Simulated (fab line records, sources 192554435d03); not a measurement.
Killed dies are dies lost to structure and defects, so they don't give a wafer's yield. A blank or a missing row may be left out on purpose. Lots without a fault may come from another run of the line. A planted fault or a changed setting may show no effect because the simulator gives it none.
fab line records | flow n5_finfet
record lots=6 wafers=18 last_day=19
route steps=1938 shown BEOL_M2@891 BEOL_M4@1111 PASSIVATION@1936
lots that met no fault: from a run of the same line without faults
start_h: hours from the record's first day to the start of the lot's first wafer shown | wait_h: hours since the lot's step before | " the same as in the row above | L1.1+2: a row that stands for several wafers | - no value, or no start given | * or withheld: withheld | < > ~ a bound
route shown NAME@n: a module of which the file shows steps, and the number in the route of the first | usual: mean/standard deviation of fault-free wafers | same: alike in all rows | chamber/n: place in a boat | sites: the reading at each site | _std_site: their standard deviation | _edge_site: outer sites' mean less inner sites' | radius_mm: how far each site lies from the wafer's centre | mask NAME#n: copy n | behind: the tool/chamber that last shaped the wafer | hold: why the lot was held/for how many hours/how that ended | device: the transistor (n, p or np) that didn't switch | end of line: the same wafers' tests at the end of the route | a step without rows: its recipe alone | killed: dies lost to structure and defects at the first sort, not the wafer's yield | map: a wafer's dies, x killed, . not, _ none there
set.NAME: the setting as run; set.NAME@STEP: as run at that earlier step | model.NAME: the simulator's own value behind a step, which no gauge read
lots at some steps of the route; a table a step, a row a wafer
services: from which hour (start_h, from the record's first day; less than 0 if before it) a tool's chamber was out of use, for how many hours, and why
## steps
# step N5_BEOL_M2_ETCH_41
# recipe chemistry=CH3F/O2 target=SiCN target_depth_a=299 taper_deg=2 time_s=52.5 ion_energy_ev=120 mask_material=TiN pressure_mtorr=30 source_w=395 bias_w=75 Ar_flow_sccm=150 CH3F_flow_sccm=30 O2_flow_sccm=20
# usual drypump_motor_current_A=5.74/0.28 oes_product_au=0.82/0.098 rf_vpp_V=297.8/1.7 showerhead_plenum_p_Torr=2.02/0.074 throttle_valve_pct=16.25/0.29
# columns lot.wafer tool chamber start_h wait_h drypump_motor_current_A oes_product_au rf_hours_counter_h rf_vpp_V showerhead_plenum_p_Torr throttle_valve_pct
L374.2 rie_diel-04 2 - - 5.44 0.68 213 296.5 1.90 16.79
L374.3 " 3 " " 6.03 0.89 38 299.1 2.13 16.25
L374.6 " 1 " " 6.05 0.99 - 297.2 2.04 16.07
L380.1 rie_diel-04 0 - - 5.42 0.66 234 296.7 1.98 16.35
L380.2 " 3 " " 6.02 0.87 48 299.1 2.13 16.29
L380.3 " 2 " " 5.44 0.69 223 296.0 1.89 16.80
L383.1 rie_diel-04 2 - - 5.45 0.68 228 295.0 1.89 16.81
L383.4 " 0 " " 5.44 0.66 240 295.7 1.98 16.35
L383.5 " 2 " " 5.45 0.68 - 294.8 1.89 16.81
L389.1 rie_diel-06 3 - - 5.26 0.96 14 297.7 2.05 15.82
L389.2 " 0 " " 5.59 0.83 72 298.7 2.11 16.34
L389.5 " 2 " " 5.72 0.84 - 299.2 2.13 16.02
L393.2 rie_diel-05 2 - - 6.11 0.79 111 298.4 2.01 16.50
L393.3 " 3 " " 5.90 0.88 25 298.1 1.97 16.22
L393.6 " 1 " " 5.80 0.84 - 297.1 2.03 15.87
L394.1 rie_diel-05 3 - - 5.93 0.88 32 297.2 1.97 16.24
L394.2 " 1 " " 5.80 0.83 62 297.9 2.03 15.87
L394.4 " 2 " " 6.16 0.78 - 297.7 2.00 16.51
# step N5_BEOL_M2_STRIP_97
# recipe chemistry=N2/H2 time_s=10 power_w=450 temp_c=40 pressure_mtorr=20 rf_frequency_hz=6e+07 bias_power_w=7 n2_flow_sccm=200 h2_flow_sccm=200
# usual drypump_motor_current_A=5.75/0.28 oes_product_au=0.82/0.099 rf_vpp_V=59.2/0.85 showerhead_plenum_p_Torr=2.57/0.093 throttle_valve_pct=23.6/0.38
# columns lot.wafer tool chamber start_h wait_h drypump_motor_current_A oes_product_au rf_hours_counter_h rf_vpp_V showerhead_plenum_p_Torr throttle_valve_pct
L374.2 rie_diel-04 2 - - 5.46 0.68 213 57.0 2.42 24.3
L374.3 " 3 " " 6.06 0.88 38 59.0 2.71 23.6
L374.6 " 1 " " 6.11 0.99 - 59.0 2.60 23.4
L380.1 rie_diel-04 0 - - 5.41 0.67 234 57.8 2.50 23.8
L380.2 " 3 " " 6.03 0.88 48 60.0 2.70 23.7
L380.3 " 2 " " 5.44 0.68 223 58.9 2.41 24.3
L383.1 rie_diel-04 2 - - 5.47 0.68 228 59.3 2.41 24.3
L383.4 " 0 " " 5.40 0.66 240 59.7 2.50 23.8
L383.5 " 2 " " 5.46 0.68 - 59.0 2.41 24.3
L389.1 rie_diel-06 3 - - 5.26 0.95 14 58.3 2.59 23.2
L389.2 " 0 " " 5.55 0.83 72 60.2 2.69 23.7
L389.5 " 2 " " 5.77 0.84 - 58.7 2.68 23.1
L393.2 rie_diel-05 2 - - 6.16 0.80 111 60.1 2.56 23.9
L393.3 " 3 " " 5.90 0.89 25 59.2 2.49 23.9
L393.6 " 1 " " 5.80 0.86 - 60.1 2.57 23.0
L394.1 rie_diel-05 3 - - 5.93 0.88 32 59.0 2.49 23.9
L394.2 " 1 " " 5.81 0.82 62 60.7 2.57 23.0
L394.4 " 2 " " 6.14 0.79 - 58.5 2.55 23.9
# step N5_BEOL_M2_OCD_MEAS_38
# usual trench_depth_nm=55.6/1.1
# columns lot.wafer tool chamber start_h wait_h trench_depth_nm
L374.2 ocd-02 - 157.40 - 54.5
L374.3 " - " " 56.4
L374.6 " - " " 55.7
L380.1 ocd-01 - 189.27 - 54.0
L380.2 " - " " 57.4
L380.3 " - " " 54.3
L383.1 ocd-01 - 207.25 - 54.8
L383.4 " - " " 54.5
L383.5 " - " " 54.4
L389.1 ocd-01 - 244.77 - 55.7
L389.2 " - " " 55.6
L389.5 " - " " 54.9
L393.2 ocd-01 - 292.94 - 55.5
L393.3 " - " " 55.2
L393.6 " - " " 54.8
L394.1 ocd-01 - 306.91 - 55.2
L394.2 " - " " 55.3
L394.4 " - " " 55.8
# step N5_BEOL_M2_HM_STRIP_39
# recipe chemistry=peroxide_tin_strip material=TiN target_depth_a=250 temp_c=50 time_s=158
# step N5_BEOL_M2_SRD_40
# recipe time_s=30 temp_c=23 rinse_liquid=diw dry=ipa_marangoni
# step N5_BEOL_M2_PRECLEAN_42
# recipe chemistry=residue_remover time_s=60 temp_c=40
# step N5_BEOL_M2_SRD_43
# recipe time_s=30 temp_c=23 rinse_liquid=diw dry=ipa_marangoni
# step N5_BEOL_M2_CD_MEAS_35
# recipe target_cd_nm=18 target_cd_y_nm=22.2 polarity=opening
# usual cd_nm=18.1/0.35
# columns lot.wafer tool chamber start_h wait_h cd_nm
L374.2 cd_sem-02 - 157.55 0.0 18.2
L374.3 " - " " 18.7
L374.6 " - " " 18.2
L380.1 cd_sem-03 - 189.42 0.0 18.1
L380.2 " - " " 18.3
L380.3 " - " " 18.3
L383.1 cd_sem-02 - 207.40 0.0 17.6
L383.4 " - " " 18.4
L383.5 " - " " 17.8
L389.1 cd_sem-01 - 244.92 0.0 17.7
L389.2 " - " " 18.3
L389.5 " - " " 18.3
L393.2 cd_sem-02 - 293.09 0.0 17.7
L393.3 " - " " 18.5
L393.6 " - " " 18.3
L394.1 cd_sem-02 - 307.06 0.0 18.0
L394.2 " - " " 17.9
L394.4 " - " " 18.1
# step N5_BEOL_M2_DEGAS_44
# recipe ambient=vacuum temp_c=250 time_s=60
# step N5_BEOL_M2_PRE_CLEAN_45
# recipe gas=H2/He time_s=30 temp_c=250
# usual heater_power_w=336/47
# columns lot.wafer tool chamber start_h wait_h heater_power_w
L374.2 pvd_sputter-03 - 157.83 0.0 375
L374.3 " - " " 339
L374.6 " - " " 335
L380.1 pvd_sputter-02 - 190.84 0.0 376
L380.2 " - " " 414
L380.3 " - " " 341
L383.1 pvd_sputter-03 - 207.67 0.0 386
L383.4 " - " " 333
L383.5 " - " " 295
L389.1 pvd_sputter-02 - 245.17 0.0 346
L389.2 " - " " 401
L389.5 " - " " 367
L393.2 pvd_sputter-02 - 294.05 0.0 335
L393.3 " - " " 364
L393.6 " - " " 421
L394.1 pvd_sputter-01 - 307.30 0.0 336
L394.2 " - " " 227
L394.4 " - " " 357
# step N5_BEOL_M2_ALD_84
# recipe material=TaN target_thk_a=* temp_c=275 ald_precursor_family=PDMAT ald_co_reactant=NH3 pressure_torr=3 carrier_flow_sccm=1500 pulse_time_s=2 purge_time_s=3 co_reactant_purge_time_s=2 co_reactant_pulse_time_s=3 ald_cycles=30 precursor_vessel_temp_c=75 precursor_vessel_pressure_torr=26.25 precursor_vessel_carrier_sccm=1000
# usual heater_power_w=409/39 precursor_vessel_temp_c=74.98/0.12
# columns lot.wafer tool chamber start_h wait_h heater_power_w precursor_vessel_temp_c since_wet_clean_h
L374.2 ald_metal-02 3 157.99 0.1 359 74.92 1359
L374.3 " 1 " " 410 74.99 1359
L374.6 " 1 " " 418 75.04 -
L380.1 ald_metal-01 3 191.01 0.2 419 75.03 2931
L380.2 " 2 " " 511 75.00 2931
L380.3 " 1 " " 357 74.89 2931
L383.1 ald_metal-02 3 207.86 0.2 366 75.08 1409
L383.4 " 1 " " 414 75.13 1409
L383.5 " 1 " " 410 75.22 -
L389.1 ald_metal-02 2 245.23 0.0 381 74.93 1447
L389.2 " 1 " " 412 74.98 1447
L389.5 " 0 " " 412 75.08 -
L393.2 ald_metal-04 3 294.12 0.0 447 74.88 6111
L393.3 " 0 " " 394 74.88 6111
L393.6 " 0 " " 397 75.07 -
L394.1 ald_metal-04 3 307.38 0.1 451 74.92 6124
L394.2 " 2 " " 416 74.82 6124
L394.4 " 1 " " 379 75.07 6124
# step N5_BEOL_M2_SURFACE_TREAT_85
# recipe gas=Ar time_s=* ion_energy_ev=* ion_current_ma_cm2=0.5 pressure_mtorr=* ar_flow_sccm=30
# usual throttle_valve_pct=*
# columns lot.wafer tool chamber start_h wait_h throttle_valve_pct
L374.2 pvd_sputter-02 - 158.21 0.1 *
L374.3 " - " " *
L374.6 " - " " *
L380.1 pvd_sputter-03 - 191.31 0.2 *
L380.2 " - " " *
L380.3 " - " " *
L383.1 pvd_sputter-01 - 208.10 0.1 *
L383.4 " - " " *
L383.5 " - " " *
L389.1 pvd_sputter-02 - 245.54 0.2 *
L389.2 " - " " *
L389.5 " - " " *
L393.2 pvd_sputter-02 - 294.41 0.2 *
L393.3 " - " " *
L393.6 " - " " *
L394.1 pvd_sputter-02 - 307.67 0.2 *
L394.2 " - " " *
L394.4 " - " " *
# step N5_BEOL_M2_CVD_47
# recipe material=Co target_thk_a=30 temp_c=withheld precursor=CCTBA/H2 pressure_torr=30 time_s=223.8
# usual run_length_s=246.8/0.54
# columns lot.wafer tool chamber start_h wait_h run_length_s since_wet_clean_h
L374.2 cvd_co-01 1 158.29 0.1 246.2 1137
L374.3 " 1 " " 246.2 -
L374.6 " 0 " " 245.9 -
L380.1 cvd_co-01 2 191.37 0.0 188.3 273
L380.2 " 1 " " 246.9 1170
L380.3 " 0 " " 245.6 733
L383.1 cvd_co-01 2 208.25 0.1 188.8 290
L383.4 " 2 " " 188.9 -
L383.5 " 1 " " 188.0 -
L389.1 cvd_co-02 2 245.67 0.1 247.3 546
L389.2 " 1 " " 246.6 109
L389.5 " 2 " " 247.2 -
L393.2 cvd_co-02 1 294.48 0.0 246.5 158
L393.3 " 0 " " 246.7 1055
L393.6 " 0 " " 247.1 -
L394.1 cvd_co-01 0 307.76 0.1 246.0 849
L394.2 " 1 " " 246.6 1286
L394.4 " 2 " " 246.8 -
# step N5_BEOL_M2_SPUTTER_48
# recipe material=Cu target_thk_a=45 temp_c=-20 chamber_pressure_pa=0.07 power_w=withheld time_s=8.29
# step N5_BEOL_M4_RC_MEAS_101
# usual DIBL_N=35.1/1.6 DIBL_P=34.9/1.8 IOFF_N=0.143/0.026 IOFF_P=0.21/0.037 ION_N=671/11 ION_P=463/7.8 SS_N=71.2/0.58 SS_P=73.0/0.54 VT_N=251/3 VT_P=-250/4.1
# columns lot.wafer tool chamber start_h wait_h DIBL_N[mV/V] DIBL_P[mV/V] IOFF_N[nA/um] IOFF_P[nA/um] ION_N[uA/um] ION_P[uA/um] SS_N[mV/dec] SS_P[mV/dec] VT_N[mV] VT_P[mV]
L374.2 prober-02 0 191.43 0.2 35.5 35.0 0.148 0.22 685 468 70.8 72.7 252 -248
L374.3 " 0 " " 35.0 35.5 0.147 0.24 673 473 71.3 72.7 248 -246
L374.6 " 0 " " 32.7 32.4 0.114 0.19 671 465 70.8 72.1 253 -248
L380.1 prober-01 0 230.26 0.0 35.8 34.6 0.127 0.18 659 463 71.6 73.2 256 -250
L380.2 " 0 " " 36.2 36.5 0.135 0.23 663 466 71.8 74.0 252 -247
L380.3 " 0 " " 36.0 36.9 0.143 0.23 680 468 71.4 73.0 252 -247
L383.1 prober-01 0 249.97 0.0 34.6 33.2 0.116 0.15 673 452 70.6 73.0 255 -257
L383.4 " 0 " " 35.2 34.2 0.126 0.17 668 461 71.3 72.4 255 -255
L383.5 " 0 " " 33.8 32.4 0.111 0.15 663 451 70.7 72.0 255 -255
L389.1 prober-01 0 286.63 0.0 34.4 33.0 0.116 0.16 666 458 70.3 72.6 257 -254
L389.2 " 0 " " 35.0 35.4 0.138 0.19 676 460 71.1 73.4 251 -251
L389.5 " 0 " " 37.3 38.0 0.180 0.22 688 463 71.4 73.4 247 -254
L393.2 prober-02 0 331.17 0.2 36.4 37.7 0.172 0.23 687 467 71.1 73.7 247 -249
L393.3 " 0 " " 36.6 38.5 0.183 0.24 691 461 71.9 74.1 248 -250
L393.6 " 0 " " 36.3 37.8 0.191 0.23 674 461 71.6 73.0 244 -250
L394.1 prober-01 0 339.61 0.6 34.2 32.7 0.114 0.20 657 468 70.9 72.2 254 -250
L394.2 " 0 " " 36.7 33.9 0.153 0.22 662 460 72.7 72.5 253 -246
L394.4 " 0 " " 36.3 35.8 0.155 0.26 670 474 71.6 73.3 251 -245
# step N5_PASSIVATION_PROBE_49
# usual defect_limited_yield=91.1/1.4 killed_at_M0_to_M3=36/11 killed_at_M4_up=14/5.2 killed_at_contacts=12/6.1 killed_at_front_end=40/12 killed_at_other=3.2/2.5 killed_dies=105/16 killed_open=68/12 killed_short=35/8.7 sort_bin_5_function=5.2/0.89 sort_bin_6_memory=3.3/0.66 sort_n_pass=1074/16 sort_yield_pct=91.1/1.4
# same gross_dies=1180 killed_at_back_side=0 sort_bin_4_leakage[%]=0 sort_bin_8_speed[%]=0
# columns lot.wafer tool chamber start_h wait_h defect_limited_yield[%] killed_at_M0_to_M3 killed_at_M4_up killed_at_contacts killed_at_front_end killed_at_other killed_dies killed_open killed_short sort_bin_5_function[%] sort_bin_6_memory[%] sort_n_pass sort_yield_pct[%]
L374.2 prober-02 - 322.72 0.1 93.1 39 15 3 23 2 82 64 18 3.6 3.2 1098 93.1
L374.3 prober-02 - 322.77 0.1 90.8 35 20 10 38 5 108 68 37 4.6 4.3 1072 90.8
L374.6 prober-02 - 322.92 0.3 89.7 44 23 9 44 2 122 83 39 6.4 3.8 1058 89.7
L380.1 prober-02 - 338.19 0.0 92.4 27 18 11 30 4 90 57 29 4.3 3.2 1090 92.4
L380.2 prober-02 - 338.24 0.1 90.7 52 22 5 29 2 110 73 32 5.8 3.1 1070 90.7
L380.3 prober-02 - 338.29 0.1 93.2 29 13 3 30 5 80 54 25 4.5 2.2 1100 93.2
L383.1 prober-01 - 362.92 0.0 89.7 33 18 17 53 1 122 86 32 6.6 3.6 1058 89.7
L383.4 prober-01 - 363.07 0.2 89.0 38 18 21 53 0 130 88 32 5.9 4.0 1050 89.0
L383.5 prober-01 - 363.12 0.2 90.2 42 16 13 42 3 116 70 43 6.4 3.1 1064 90.2
L389.1 prober-01 - 387.66 0.0 90.3 36 18 18 42 1 115 83 30 6.4 3.0 1065 90.3
L389.2 prober-01 - 387.71 0.1 89.1 42 8 29 45 5 129 88 40 6.8 3.9 1051 89.1
L389.5 prober-01 - 387.86 0.2 90.9 36 14 14 40 3 107 79 26 5.8 3.2 1073 90.9
L393.2 prober-01 - 453.30 0.1 89.2 49 6 21 44 8 128 90 33 6.5 4.1 1052 89.2
L393.3 prober-01 - 453.35 0.1 88.1 68 10 28 33 2 141 76 61 7.5 3.8 1039 88.1
L393.6 prober-01 - 453.50 0.3 90.7 58 12 10 23 7 110 70 37 6.2 3.1 1070 90.7
L394.1 prober-02 - 458.35 0.0 89.7 44 19 8 46 4 121 87 32 5.7 4.2 1059 89.7
L394.2 prober-02 - 458.40 0.1 93.0 49 9 7 18 0 83 54 26 4.0 3.0 1097 93.0
L394.4 prober-02 - 458.50 0.2 91.6 44 13 19 22 1 99 69 28 4.7 3.6 1081 91.6
# killed by level:class
L374.2 BEOL_M0_SAQP:geometric_particle:open=13 BEOL_M4:geometric_particle:open=10 BEOL_M0_SAQP:geometric_particle:short=7 BEOL_M3:geometric_particle:open=6 GATE_CUT:geometric_particle:open=5 BEOL_M1:geometric_particle:open=5 MOL_CONTACT_COAG:geometric_particle:open=3 BEOL_M0:geometric_particle:open=3
L374.3 STI_FIN_REVEAL:geometric_particle:open=17 BEOL_M0_SAQP:geometric_particle:short=11 BEOL_M3:geometric_particle:open=7 MOL_CONTACT_COAG:geometric_particle:open=6 BEOL_M0_SAQP:geometric_particle:open=6 BEOL_M2:geometric_particle:open=5 BEOL_M4:geometric_particle:open=5 PAD_METAL:geometric_particle:short=5
L374.6 BEOL_M4:geometric_particle:open=15 BEOL_M0_SAQP:geometric_particle:short=15 BEOL_M0_SAQP:geometric_particle:open=13 FIN_SAQP:geometric_particle:open=11 BEOL_M2:geometric_particle:open=8 MOL_CONTACT_COAG:geometric_particle:open=8 FIN_SAQP:geometric_particle:short=7 STI_FIN_REVEAL:geometric_particle:open=5
L380.1 BEOL_M4:geometric_particle:open=10 MOL_CONTACT_COAG:geometric_particle:open=9 DUMMY_GATE:geometric_particle:open=5 BEOL_M0_SAQP:geometric_particle:short=5 BEOL_M0_SAQP:geometric_particle:open=4 BEOL_M1:geometric_particle:open=4 BEOL_M2:geometric_particle:open=4 BEOL_M3:geometric_particle:open=4
L380.2 BEOL_M2:geometric_particle:open=20 BEOL_M3:geometric_particle:open=18 FIN_SAQP:geometric_particle:open=9 BEOL_M4:geometric_particle:open=7 FIN_SAQP:geometric_particle:short=5 GATE_CUT:geometric_particle:short=5 BEOL_M8:coat_microbubble_printed=4 MOL_CONTACT_COAG:geometric_particle:open=4
L380.3 BEOL_M0_SAQP:geometric_particle:open=13 STI_FIN_REVEAL:geometric_particle:open=7 BEOL_M0_SAQP:geometric_particle:short=6 BEOL_M2:geometric_particle:open=6 BEOL_M4:geometric_particle:open=5 FIN_SAQP:geometric_particle:short=4 DUMMY_GATE:geometric_particle:open=4 FIN_SAQP:geometric_particle:open=3
L383.1 MOL_CONTACT_COAG:geometric_particle:open=15 BEOL_M0_SAQP:geometric_particle:open=15 FIN_SAQP:geometric_particle:open=13 FIN_SAQP:geometric_particle:short=11 BEOL_M3:geometric_particle:open=7 BEOL_M4:geometric_particle:open=7 STI_FIN_REVEAL:geometric_particle:open=6 BEOL_M0_SAQP:geometric_particle:short=5
L383.4 MOL_CONTACT_COAG:geometric_particle:open=20 STI_FIN_REVEAL:geometric_particle:open=12 FIN_SAQP:geometric_particle:short=10 BEOL_M0_SAQP:geometric_particle:open=10 BEOL_M3:geometric_particle:open=9 BEOL_M1:geometric_particle:open=8 HKMG_FIN:area_etch=7 GATE_CUT:geometric_particle:open=5
L383.5 BEOL_M0_SAQP:geometric_particle:short=11 MOL_CONTACT_COAG:geometric_particle:open=9 BEOL_M0_SAQP:geometric_particle:open=8 BEOL_M3:geometric_particle:open=8 FIN_SAQP:geometric_particle:short=7 STI_FIN_REVEAL:geometric_particle:open=7 ILD0:geometric_particle:short=7 BEOL_M5:geometric_particle:open=7
L389.1 STI_FIN_REVEAL:geometric_particle:open=15 MOL_CONTACT_COAG:geometric_particle:open=15 BEOL_M0_SAQP:geometric_particle:short=9 FIN_SAQP:geometric_particle:open=7 BEOL_M4:geometric_particle:open=7 BEOL_M2:geometric_particle:open=6 BEOL_M1:geometric_particle:open=6 FIN_SAQP:geometric_particle:short=5
L389.2 MOL_CONTACT_COAG:geometric_particle:open=22 STI_FIN_REVEAL:geometric_particle:open=15 FIN_SAQP:geometric_particle:short=12 BEOL_M0_SAQP:geometric_particle:open=11 BEOL_M0_SAQP:geometric_particle:short=8 BEOL_M2:geometric_particle:open=8 MOL_CONTACT_COAG:geometric_particle:short=7 BEOL_M1:geometric_particle:open=7
L389.5 STI_FIN_REVEAL:geometric_particle:open=18 BEOL_M2:geometric_particle:open=15 MOL_CONTACT_COAG:geometric_particle:open=10 BEOL_M0_SAQP:geometric_particle:open=6 BEOL_M5:geometric_particle:open=5 FIN_SAQP:geometric_particle:short=4 MOL_CONTACT_COAG:geometric_particle:short=4 STARTING-WAFER:geometric_particle:short=4
L393.2 MOL_CONTACT_COAG:geometric_particle:open=16 BEOL_M0_SAQP:geometric_particle:open=12 DUMMY_GATE:geometric_particle:open=11 STI_FIN_REVEAL:geometric_particle:open=9 BEOL_M0:geometric_particle:open=7 BEOL_M1:geometric_particle:open=7 BEOL_M0_SAQP:geometric_particle:short=6 FIN_SAQP:geometric_particle:short=5
L393.3 MOL_CONTACT_COAG:geometric_particle:open=23 BEOL_M0_SAQP:geometric_particle:short=22 BEOL_M0_SAQP:geometric_particle:open=16 FIN_SAQP:geometric_particle:short=9 BEOL_M2:geometric_particle:open=8 BEOL_M1:geometric_particle:short=8 FIN_SAQP:geometric_particle:open=5 DUMMY_GATE:geometric_particle:open=5
L393.6 BEOL_M0_SAQP:geometric_particle:open=19 BEOL_M0_SAQP:geometric_particle:short=12 MOL_CONTACT_COAG:geometric_particle:open=9 FIN_SAQP:geometric_particle:short=6 BEOL_M0:geometric_particle:open=6 BEOL_M1:geometric_particle:open=6 STI_FIN_REVEAL:geometric_particle:open=5 BEOL_M1:geometric_particle:short=5
L394.1 STI_FIN_REVEAL:geometric_particle:open=15 BEOL_M2:geometric_particle:open=14 FIN_SAQP:geometric_particle:open=8 MOL_CONTACT_COAG:geometric_particle:open=8 BEOL_M0_SAQP:geometric_particle:open=6 BEOL_M1:geometric_particle:open=5 STARTING-WAFER:geometric_particle:open=5 BEOL_M0_SAQP:geometric_particle:short=4
L394.2 BEOL_M2:geometric_particle:open=15 BEOL_M0_SAQP:geometric_particle:open=8 BEOL_M0_SAQP:geometric_particle:short=8 MOL_CONTACT_COAG:geometric_particle:open=7 BEOL_M1:geometric_particle:open=5 GATE_CUT:geometric_particle:open=4 BEOL_M0:geometric_particle:short=4 STI_FIN_REVEAL:geometric_particle:open=3
L394.4 BEOL_M2:geometric_particle:open=17 MOL_CONTACT_COAG:geometric_particle:open=15 BEOL_M0_SAQP:geometric_particle:short=7 BEOL_M0:geometric_particle:short=6 BEOL_M5:geometric_particle:open=6 STI_FIN_REVEAL:geometric_particle:open=5 MOL_CONTACT_COAG:geometric_particle:short=4 BEOL_M0_SAQP:geometric_particle:open=4
## services
# columns tool chamber start_h hours kind
cvd_co-02 - 135.12 4.3 pm
rie_diel-04 1 135.28 - clean
rie_diel-04 1 135.28 - consumable_replace:focus_ring
rie_diel-04 1 135.28 16.8 scheduled_down
rie_diel-04 1 135.28 16.8 vent_cycle
ald_metal-04 - 147.83 2.8 pm
cvd_co-02 - 163.65 6.9 pm
pvd_sputter-03 - 168.35 2.5 repair
ald_metal-04 - 188.72 1.3 repair
ald_metal-01 2 209.68 14.3 repair
rie_diel-05 - 238.15 0.8 repair
rie_diel-04 0 238.47 - clean
rie_diel-04 0 238.47 - consumable_replace:focus_ring
rie_diel-04 0 238.47 12.6 scheduled_down
rie_diel-04 0 238.47 12.6 vent_cycle
cvd_co-02 - 254.53 0.8 repair
pvd_sputter-03 - 256.81 10.5 repair
ald_metal-02 3 260.21 36.9 repair
rie_diel-04 2 272.93 - clean
rie_diel-04 2 272.93 - consumable_replace:focus_ring
rie_diel-04 2 272.93 - consumable_replace:showerhead
ald_metal-04 - 277.25 0.8 repair
rie_diel-04 - 292.12 28.1 pm
cvd_co-02 1 301.81 3.3 repair
## key
first_sign step=N5_BEOL_M2_CVD_47 reading=run_length_s direction=down sigmas=99+ usual=* struck=*
effect none on later readings
met_at N5_BEOL_M2_CVD_47
struck_wafers L380.1,L383.1,L383.4,L383.5
onset_between 158.29 191.37
fault kind=process_parameter_drift tool=cvd_co-01 chamber=- onset_h=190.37 steps=N5_BEOL_M2_CVD_47 channel=time_s offset=* shape=step end_h=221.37 scope=struck_wafers_only acts_in=* stated=*
